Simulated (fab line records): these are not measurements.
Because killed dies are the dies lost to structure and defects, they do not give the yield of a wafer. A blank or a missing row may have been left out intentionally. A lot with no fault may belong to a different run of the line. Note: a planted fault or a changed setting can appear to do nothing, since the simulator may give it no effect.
What tool caused it? | flow nand-harc | 24 lots, 72 wafers sampled, at 5 steps of a route of 1159

WHAT THE GAUGES READ, wafer by wafer
NHARC_A_CONTACT_CD_MEAS_15.
lot  | measured     | on        | cd-nm (nm)
L075 | day 16 21:47 | cd-sem-03 | 91.2 90.6 91.1
L074 | day 17 03:42 | cd-sem-01 | 89.4 89.7 90.8
L077 | day 17 08:37 | cd-sem-01 | 89.4 89.5 89.0
L076 | day 17 09:47 | cd-sem-01 | 89.8 89.8 89.2
L078 | day 18 04:03 | cd-sem-02 | 89.5 89.3 91.4
L080 | day 18 14:50 | cd-sem-02 | 89.7 89.0 89.4
L079 | day 18 19:49 | cd-sem-02 | 89.0 89.9 89.2
L082 | day 18 23:00 | cd-sem-01 | 89.7 89.3 89.8
L081 | day 19 01:17 | cd-sem-02 | 90.8 90.3 90.4
L084 | day 19 09:19 | cd-sem-01 | 91.1 90.7 90.3
L083 | day 19 11:53 | cd-sem-02 | 89.7 89.5 89.4
L085 | day 20 00:44 | cd-sem-01 | 88.5 89.9 88.6
L087 | day 20 01:54 | cd-sem-01 | 90.1 90.0 89.7
L086 | day 20 04:30 | cd-sem-02 | 90.3 91.1 91.7
L088 | day 20 07:57 | cd-sem-03 | 88.5 88.9 88.8
L090 | day 20 20:19 | cd-sem-01 | 89.2 89.1 89.8
L089 | day 21 00:13 | cd-sem-03 | 90.1 88.9 89.1
L092 | day 21 05:47 | cd-sem-02 | 90.5 90.6 91.6
L091 | day 21 07:45 | cd-sem-02 | 90.7 92.1 91.0
L093 | day 21 19:25 | cd-sem-03 | 89.3 90.3 89.6
L094 | day 21 20:02 | cd-sem-03 | 90.2 90.1 90.0
L096 | day 22 04:55 | cd-sem-02 | 90.7 90.8 89.8
L097 | day 22 06:23 | cd-sem-01 | 90.2 89.4 89.1
L095 | day 22 07:47 | cd-sem-01 | 90.5 91.4 90.1

NHARC_A_BLC_OVL_MEAS_11.
lot  | measured     | on         | overlay-x-nm (nm) | overlay-y-nm (nm)
L075 | day 17 08:02 | overlay-02 | 1.2 0.8 0.8       | -0.4 -0.4 0.2
L074 | day 17 13:53 | overlay-01 | 1.4 1.6 1.9       | 0.6 1.0 0.3
L077 | day 17 16:25 | overlay-01 | 0.1 -0.4 -0.1     | 0.7 0.4 0.4
L076 | day 17 17:35 | overlay-02 | 0.8 0.6 0.7       | 1.7 1.4 1.9
L078 | day 18 10:38 | overlay-02 | -0.5 -0.3 -0.4    | 1.0 0.7 0.1
L080 | day 18 17:50 | overlay-01 | -0.9 -0.8 -1.0    | 1.5 1.4 1.4
L079 | day 19 05:08 | overlay-02 | 0.5 0.6 0.3       | 0.9 0.4 0.7
L082 | day 19 05:46 | overlay-01 | 0.7 0.8 0.9       | -1.4 -1.1 -0.6
L081 | day 19 06:52 | overlay-02 | 1.9 2.8 1.4       | -0.8 -1.4 -0.7
L084 | day 19 12:26 | overlay-02 | -1.6 -1.3 -0.7    | 0.3 0.0 0.0
L083 | day 19 18:55 | overlay-01 | 0.4 -0.2 0.4      | -0.5 -0.9 -0.1
L085 | day 20 03:44 | overlay-01 | 0.5 0.7 0.3       | 0.6 0.9 0.1
L087 | day 20 04:56 | overlay-01 | -1.1 -1.0 -1.5    | -0.3 0.4 0.2
L086 | day 20 10:51 | overlay-01 | -1.0 -1.4 -0.9    | -0.6 -0.2 -0.2
L088 | day 20 12:00 | overlay-01 | -1.4 -1.6 -1.6    | 0.0 1.3 0.6
L090 | day 21 00:16 | overlay-02 | -0.7 -1.1 -0.4    | 0.3 0.1 0.1
L089 | day 21 05:49 | overlay-02 | -1.5 -1.2 -1.0    | 1.4 1.2 1.5
L092 | day 21 12:53 | overlay-02 | 0.3 0.6 0.8       | -1.0 -0.6 -0.8
L091 | day 21 16:56 | overlay-01 | 0.6 1.4 1.1       | -0.4 0.2 0.5
L093 | day 22 02:04 | overlay-02 | 1.0 1.1 0.5       | 0.9 0.9 0.7
L094 | day 22 02:49 | overlay-02 | -0.2 -0.8 -0.2    | 1.5 1.1 1.3
L096 | day 22 07:58 | overlay-01 | 0.3 0.1 0.5       | 0.7 1.5 1.3
L097 | day 22 09:25 | overlay-01 | -0.3 -0.1 -0.1    | -1.8 -1.4 -1.3
L095 | day 22 11:01 | overlay-02 | -0.3 0.2 -0.2     | 0.7 1.3 1.0

NHARC_A_BLC_INSPECT_28.
lot  | measured     | on                | raw-defect-count
L075 | day 17 16:12 | defect-inspect-01 | 623 671 567
L074 | day 17 17:49 | defect-inspect-01 | 371 584 465
L077 | day 17 22:32 | defect-inspect-01 | 323 468 587
L076 | day 17 23:21 | defect-inspect-02 | 285 243 307
L078 | day 18 13:41 | defect-inspect-02 | 366 368 380
L080 | day 19 01:08 | defect-inspect-02 | 341 414 410
L079 | day 19 09:59 | defect-inspect-01 | 663 492 464
L082 | day 19 10:25 | defect-inspect-01 | 309 511 297
L081 | day 19 10:33 | defect-inspect-01 | 578 835 480
L084 | day 19 18:49 | defect-inspect-02 | 342 353 320
L083 | day 19 22:29 | defect-inspect-02 | 699 571 542
L085 | day 20 10:45 | defect-inspect-01 | 245 253 238
L087 | day 20 10:58 | defect-inspect-01 | 392 427 385
L086 | day 20 13:58 | defect-inspect-02 | 344 328 436
L088 | day 20 15:07 | defect-inspect-02 | 314 252 280
L090 | day 21 11:35 | defect-inspect-01 | 290 300 344
L089 | day 21 12:46 | defect-inspect-02 | 272 394 508
L092 | day 21 16:44 | defect-inspect-01 | 349 264 303
L091 | day 22 00:47 | defect-inspect-01 | 1163 543 407
L093 | day 22 05:16 | defect-inspect-01 | 563 440 437
L094 | day 22 05:53 | defect-inspect-02 | 433 352 575
L096 | day 22 11:04 | defect-inspect-02 | 351 410 544
L097 | day 22 12:37 | defect-inspect-02 | 365 280 613
L095 | day 22 15:29 | defect-inspect-02 | 494 432 412

TOOL THAT RAN EACH LOT (tool first, then ch and the chambers of the sampled wafers, then the start)
lot  | NHARC_A_BLC_ETCH_17                           | NHARC_A_BLC_STRIP_21
L075 | rie-diel-03 ch 0,2,3, day 17 09:17 or earlier | rie-diel-07 ch 0,1,2, day 17 09:17
L074 | rie-diel-13 ch 2,3, day 17 15:08 or earlier   | rie-diel-07 ch 0,1,3, day 17 15:08
L077 | rie-diel-13 ch 0,1, day 17 17:42 or earlier   | rie-diel-03 ch 0,3, day 17 17:42
L076 | rie-diel-13 ch 0,1, day 17 19:09 or earlier   | rie-diel-07 ch 1,2,3, day 17 19:09
L078 | rie-diel-07 ch 0,1, day 18 11:55 or earlier   | rie-diel-03 ch 1,2,3, day 18 11:55
L080 | rie-diel-13 ch 0,2,3, day 18 19:04 or earlier | rie-diel-07 ch 1,2,3, day 18 19:04
L079 | rie-diel-03 ch 1,2,3, day 19 06:23 or earlier | rie-diel-13 ch 0,2, day 19 06:23
L082 | rie-diel-07 ch 0,1,2, day 19 07:22 or earlier | rie-diel-07 ch 0,1,2, day 19 07:22
L081 | rie-diel-13 ch 2,3, day 19 08:07 or earlier   | rie-diel-03 ch 0,1,2, day 19 08:07
L084 | rie-diel-07 ch 0,1,2, day 19 13:40 or earlier | rie-diel-07 ch 0,2,3, day 19 13:40
L083 | rie-diel-03 ch 1,2,3, day 19 20:22 or earlier | rie-diel-03 ch 1,3, day 19 20:22
L085 | rie-diel-07 ch 0,1,2, day 20 04:59 or earlier | rie-diel-03 ch 0,1,3, day 20 04:59
L087 | rie-diel-07 ch 1,2,3, day 20 06:11 or earlier | rie-diel-03 ch 0,2,3, day 20 06:11
L086 | rie-diel-03 ch 1,3, day 20 12:11 or earlier   | rie-diel-07 ch 1,3, day 20 12:11
L088 | rie-diel-07 ch 0,1,3, day 20 13:18 or earlier | rie-diel-03 ch 0,1,2, day 20 13:18
L090 | rie-diel-13 ch 0,2, day 21 00:47              | rie-diel-13 ch 0,2, day 21 02:16
L089 | rie-diel-07 ch 0,2,3, day 21 07:05 or earlier | rie-diel-03 ch 0,2, day 21 07:05
L092 | rie-diel-03 ch 0,1,2, day 21 14:07 or earlier | rie-diel-03 ch 0,1, day 21 14:07
L091 | rie-diel-07 ch 0,1, day 21 18:11 or earlier   | rie-diel-03 ch 0,2, day 21 18:11
L093 | rie-diel-03 ch 0,1,3, day 22 03:18 or earlier | rie-diel-03 ch 0,2,3, day 22 03:18
L094 | rie-diel-07 ch 1,2,3, day 22 04:04 or earlier | rie-diel-07 ch 1,2,3, day 22 04:04
L096 | rie-diel-03 ch 1,2,3, day 22 09:13 or earlier | rie-diel-07 ch 1,3, day 22 09:13
L097 | rie-diel-03 ch 0,2,3, day 22 10:41 or earlier | rie-diel-07 ch 0,1,2, day 22 10:41
L095 | rie-diel-03 ch 2,3, day 22 12:16 or earlier   | rie-diel-13 ch 0,2, day 22 12:16
- NHARC_A_BLC_ETCH_17: etches the open film in N2/H2, target depth 390 nm, time 609.38 s.
- NHARC_A_BLC_STRIP_21: strips in O2.

AS READ BY THE TOOLS THEMSELVES (means over the sampled wafers that have a number; for cases with no such wafer, the mark the record gives instead)
NHARC_A_BLC_ETCH_17.
lot  | tool        | drypump-motor-current-A (A) | oes-product-au (a.u.) | rf-vpp-V (V) | showerhead-plenum-p-Torr (Torr) | throttle-valve-pct (%)
L075 | rie-diel-03 | 5.1                         | 1.006                 | 432.1        | 2.11                            | 14.172
L074 | rie-diel-13 | 5.4                         | 0.998                 | 429.7        | 2.00                            | 14.177
L077 | rie-diel-13 | 6.3                         | 1.014                 | 432.8        | 2.14                            | 14.174
L076 | rie-diel-13 | 6.3                         | 1.014                 | 433.5        | 2.14                            | 14.169
L078 | rie-diel-07 | 6.2                         | 0.993                 | 426.0        | 1.89                            | 14.168
L080 | rie-diel-13 | 5.8                         | 1.007                 | 431.2        | 2.07                            | 14.170
L079 | rie-diel-03 | 5.1                         | 0.976                 | 433.3        | 2.11                            | 14.174
L082 | rie-diel-07 | 6.1                         | 0.994                 | 427.6        | 1.93                            | 14.170
L081 | rie-diel-13 | 5.3                         | 1.012                 | 429.9        | 2.02                            | 14.161
L084 | rie-diel-07 | 6.1                         | 0.996                 | 428.6        | 1.93                            | 14.175
L083 | rie-diel-03 | 5.1                         | 0.979                 | 431.9        | 2.11                            | 14.178
L085 | rie-diel-07 | 6.0                         | 0.995                 | 427.4        | 1.93                            | 14.174
L087 | rie-diel-07 | 5.8                         | 0.994                 | 429.0        | 2.01                            | 14.174
L086 | rie-diel-03 | 5.1                         | 0.985                 | 433.4        | 2.13                            | 14.175
L088 | rie-diel-07 | 6.0                         | 0.996                 | 427.9        | 1.98                            | 14.168
L090 | rie-diel-13 | 5.7                         | 1.021                 | 431.9        | 2.08                            | 14.164
L089 | rie-diel-07 | 5.9                         | 1.012                 | 430.0        | 2.02                            | 14.176
L092 | rie-diel-03 | 5.3                         | 0.989                 | 430.5        | 2.05                            | 14.171
L091 | rie-diel-07 | 6.2                         | 1.001                 | 426.4        | 1.90                            | 14.183
L093 | rie-diel-03 | 5.3                         | 0.992                 | 429.4        | 2.07                            | 14.169
L094 | rie-diel-07 | 5.8                         | 1.002                 | 429.6        | 2.01                            | 14.166
L096 | rie-diel-03 | 5.1                         | 0.987                 | 432.5        | 2.11                            | 14.167
L097 | rie-diel-03 | 5.1                         | 0.997                 | 432.6        | 2.11                            | 14.169
L095 | rie-diel-03 | 4.9                         | 0.996                 | 433.5        | 2.14                            | 14.173

NHARC_A_BLC_STRIP_21.
lot  | tool        | drypump-motor-current-A (A) | oes-product-au (a.u.) | rf-vpp-V (V) | showerhead-plenum-p-Torr (Torr) | throttle-valve-pct (%)
L075 | rie-diel-07 | 6.1                         | 0.995                 | 57.4         | 3.37                            | 17.029
L074 | rie-diel-07 | 6.0                         | 0.996                 | 57.2         | 3.44                            | 17.037
L077 | rie-diel-03 | 5.4                         | 1.012                 | 58.7         | 3.58                            | 17.043
L076 | rie-diel-07 | 5.9                         | 0.994                 | 57.2         | 3.49                            | 17.039
L078 | rie-diel-03 | 5.1                         | 0.982                 | 57.9         | 3.64                            | 17.036
L080 | rie-diel-07 | 5.8                         | 0.998                 | 58.1         | 3.49                            | 17.037
L079 | rie-diel-13 | 5.7                         | 1.032                 | 58.3         | 3.61                            | 17.041
L082 | rie-diel-07 | 6.1                         | 0.998                 | 57.1         | 3.37                            | 17.045
L081 | rie-diel-03 | 5.3                         | 0.988                 | 57.8         | 3.54                            | 17.033
L084 | rie-diel-07 | 5.9                         | 1.008                 | 57.6         | 3.51                            | 17.036
L083 | rie-diel-03 | 5.3                         | 0.976                 | 57.9         | 3.57                            | 17.037
L085 | rie-diel-03 | 5.3                         | 0.994                 | 57.5         | 3.57                            | 17.040
L087 | rie-diel-03 | 5.1                         | 0.999                 | 57.0         | 3.63                            | 17.026
L086 | rie-diel-07 | 6.0                         | 0.991                 | 58.6         | 3.42                            | 17.033
L088 | rie-diel-03 | 5.3                         | 0.992                 | 57.8         | 3.54                            | 17.042
L090 | rie-diel-13 | 5.7                         | 1.014                 | 58.2         | 3.60                            | 17.031
L089 | rie-diel-03 | 5.1                         | 0.984                 | 58.1         | 3.60                            | 17.038
L092 | rie-diel-03 | 5.6                         | 0.998                 | 57.4         | 3.48                            | 17.037
L091 | rie-diel-03 | 5.4                         | 0.993                 | 57.7         | 3.54                            | 17.035
L093 | rie-diel-03 | 5.1                         | 0.991                 | 57.8         | 3.63                            | 17.036
L094 | rie-diel-07 | 5.9                         | 0.999                 | 58.5         | 3.49                            | 17.039
L096 | rie-diel-07 | 6.0                         | 0.999                 | 57.3         | 3.42                            | 17.041
L097 | rie-diel-07 | 6.1                         | 0.990                 | 56.5         | 3.36                            | 17.025
L095 | rie-diel-13 | 5.7                         | 1.015                 | 57.2         | 3.59                            | 17.030

THE ANSWER, worked out from the rows above alone
Rule: usual is defined by the lots themselves. Put in order of their means at a reading, lots are off if they are a third of the lots or fewer, leave a main group of 4 or more, and stand apart from it by a gap of 3 or more times the standard deviation of the main group's means; of several such gaps the widest counts. A main group whose means are all the same, to the digits that the tables above print for the reading, isn't used. A lot without any number at a reading at which 4 lots or more have one is off too. The other lots that the step has rows for count as sound. Order of review: gauges by route order, followed by the tools' own readings, for which a lot's mean as printed above is used. At the first step where some lot is off, the reading lying furthest off is the one used; lots without a number count as furthest.
No lot is off at any reading shown: from this, nothing can be told.

WHAT THE SIMULATOR PUT IN
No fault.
